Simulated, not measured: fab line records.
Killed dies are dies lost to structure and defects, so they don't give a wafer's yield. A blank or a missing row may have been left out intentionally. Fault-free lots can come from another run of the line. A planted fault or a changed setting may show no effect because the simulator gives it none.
Check for tools in common    flow nandHarc    Sampled: 13 lots, 39 wafers

## WHY THIS WAS OPENED
On 2 of the 13 lots, a flag is raised at NHARC_END_SORT_01 on the reading killedAtPeriphery. No-fault wafers: 3.9, standard deviation 2.7.
Rule: a lot gets a flag if all its wafers with a number sit over 4 standard deviations from that mean, or if no wafer of it has a number. All remaining lots are regarded as sound.

lot   measured      on         killedAtPeriphery, wafer by wafer  flag
L703  day 24 14:05  prober-01  9 4 13                             
L705  day 25 04:16  prober-02  2 5 3                              
L704  day 25 09:58  prober-01  2 2 5                              
L708  day 26 15:25  prober-02  7 7 6                              
L709  day 27 21:47  prober-02  1 2 0                              
L714  day 29 12:00  prober-01  639 641 636                        FLAGGED
L715  day 29 20:11  prober-01  618 616 616                        FLAGGED
L720  day 30 22:01  prober-01  2 4 5                              
L722  day 31 22:58  prober-02  1 4 5                              
L721  day 31 23:44  prober-01  8 4 5                              
L724  day 32 18:44  prober-01  4 3 5                              
L723  day 32 21:01  prober-02  1 3 4                              
L726  day 33 04:50  prober-02  6 0 9                              
The numbers of the flagged lots are 627.7 on average: +623.8 against the usual, or +99 or more standard deviations.

## LOT BY LOT: THE TOOL USED
4 process steps preceding the reading are held in the record, out of 1302 steps in the route. In each cell: the tool, then ch and the chambers that the sampled wafers went through, then the start.
lot   flag     NHARC_P_M2_DEP_33                NHARC_P_BONDPAD_DEP_00                      NHARC_P_BONDPAD_ETCH_24            NHARC_P_BONDPAD_DEGAS_25
L703           pecvd-02 ch 0,1,2, day 6 13:08   pecvd-04 ch 1,2, day 6 13:36                rieDiel-09 ch 1,2,3, day 6 15:32   pvdSputter-03, day 6 15:56
L705           pecvd-02 ch 0,1, day 7 06:13     pecvd-01 ch 0,2, day 7 06:43                rieDiel-12 ch 1,3, day 7 08:28     pvdSputter-03, day 7 08:52
L704           pecvd-01 ch 0,1,2, day 7 03:26   pecvd-04 ch 0,2, day 7 03:56                rieDiel-12 ch 0,1,3, day 7 06:11   pvdSputter-03, day 7 06:34
L708           pecvd-04 ch 0,1, day 8 13:03     pecvd-01 ch 0,2, day 8 13:22                rieDiel-01 ch 0,3, day 8 15:14     pvdSputter-01, day 8 15:38
L709           pecvd-02 ch 1,2, day 9 00:20     pecvd-02 ch 0,1,2, day 9 02:53 or earlier   rieDiel-09 ch 0,2,3, day 9 02:53   pvdSputter-03, day 9 03:17
L714  FLAGGED  pecvd-01 ch 0,1, day 11 02:48    pecvd-01 ch 0,1,2, day 11 05:13 or earlier  rieDiel-09 ch 1,2,3, day 11 05:13  pvdSputter-03, day 11 05:37
L715  FLAGGED  pecvd-02 ch 1,2, day 11 15:31    pecvd-04 ch 0,1, day 11 15:56               rieDiel-09 ch 0,2,3, day 11 17:55  pvdSputter-02, day 11 18:18
L720           pecvd-02 ch 1,2, day 13 11:09    pecvd-02 ch 0,2, day 13 13:25 or earlier    rieDiel-09 ch 0,1,3, day 13 13:25  pvdSputter-01, day 13 13:49
L722           pecvd-04 ch 0,1,2, day 14 10:33  pecvd-04 ch 0,1,2, day 14 12:55 or earlier  rieDiel-01 ch 0,2, day 14 12:55    pvdSputter-01, day 14 13:20
L721           pecvd-02 ch 1,2, day 13 23:39    pecvd-04 ch 1,2, day 14 00:02               rieDiel-09 ch 1,2,3, day 14 01:55  pvdSputter-03, day 14 02:19
L724           pecvd-02 ch 1,2, day 15 06:12    pecvd-04 ch 0,1,2, day 15 06:37             rieDiel-12 ch 0,1,2, day 15 08:28  pvdSputter-02, day 15 08:52
L723           pecvd-01 ch 0,1,2, day 14 17:14  pecvd-04 ch 1,2, day 14 17:38               rieDiel-09 ch 0,1,2, day 14 19:45  pvdSputter-02, day 14 20:08
L726           pecvd-04 ch 0,1,2, day 15 23:01  pecvd-02 ch 0,1, day 15 23:26               rieDiel-09 ch 0,1,2, day 16 01:17  pvdSputter-02, day 16 01:41
What these steps do:
- NHARC_P_M2_DEP_33: deposits SiCN, target thk 30 nm.
- NHARC_P_BONDPAD_DEP_00: deposits SiCN, target thk 250 nm.
- NHARC_P_BONDPAD_ETCH_24: etches the open film in CF4/N2, target depth 30 nm, time 72.99 s.
- NHARC_P_BONDPAD_DEGAS_25: time 60 s.
- NHARC_END_SORT_01

## FLAGGED OVER TOTAL, TOOL BY TOOL (the gauges that took the reading come last)
step                      tool           lots run  flagged  share of the flagged lots  sound lots run after its first flagged lot
NHARC_P_M2_DEP_33         pecvd-01       3         1        some                       1 (L723)
NHARC_P_M2_DEP_33         pecvd-02       7         1        some                       3 (L720,L721,L724)
NHARC_P_M2_DEP_33         pecvd-04       3         0        none                       -
NHARC_P_BONDPAD_DEP_00    pecvd-01       3         1        some                       0
NHARC_P_BONDPAD_DEP_00    pecvd-02       3         0        none                       -
NHARC_P_BONDPAD_DEP_00    pecvd-04       7         1        some                       4 (L721,L722,L723,L724)
NHARC_P_BONDPAD_ETCH_24   rieDiel-01     2         0        none                       -
NHARC_P_BONDPAD_ETCH_24   rieDiel-09     8         2        all                        4 (L720,L721,L723,L726)
NHARC_P_BONDPAD_ETCH_24   rieDiel-12     3         0        none                       -
NHARC_P_BONDPAD_DEGAS_25  pvdSputter-01  3         0        none                       -
NHARC_P_BONDPAD_DEGAS_25  pvdSputter-02  4         1        some                       3 (L723,L724,L726)
NHARC_P_BONDPAD_DEGAS_25  pvdSputter-03  6         1        some                       1 (L721)
NHARC_END_SORT_01         prober-01      7         2        all                        3 (L720,L721,L724)
NHARC_END_SORT_01         prober-02      6         0        none                       -
Because NHARC_P_BONDPAD_DEP_00 lacks a start for some lots, the hours and order of its lots are taken from NHARC_P_BONDPAD_ETCH_24.

## THE TABLE: WHAT IT ALLOWS
In 2 table rows, all flagged lots were run: rieDiel-09 (NHARC_P_BONDPAD_ETCH_24), prober-01 (NHARC_END_SORT_01).
- rieDiel-09 at NHARC_P_BONDPAD_ETCH_24 ran 8 lots, 2 of them flagged. After the first flagged lot (L720, L721, L723, L726), sound lots still ran on it; a lasting fault on the whole tool would not permit that. On the flagged lots its readings are blank where sound lots have values: biasW, cf4FlowSccm, drypumpMotorCurrentA, oesProductAu and 3 more.
- prober-01 at NHARC_END_SORT_01 ran 7 lots, 2 of them flagged. After the first flagged lot (L720, L721, L724), sound lots still ran on it; a lasting fault on the whole tool would not permit that.
There is no row in the table that ran each flagged lot and no sound lot after the first.

## WHAT THE SIMULATOR HAD INSERTED
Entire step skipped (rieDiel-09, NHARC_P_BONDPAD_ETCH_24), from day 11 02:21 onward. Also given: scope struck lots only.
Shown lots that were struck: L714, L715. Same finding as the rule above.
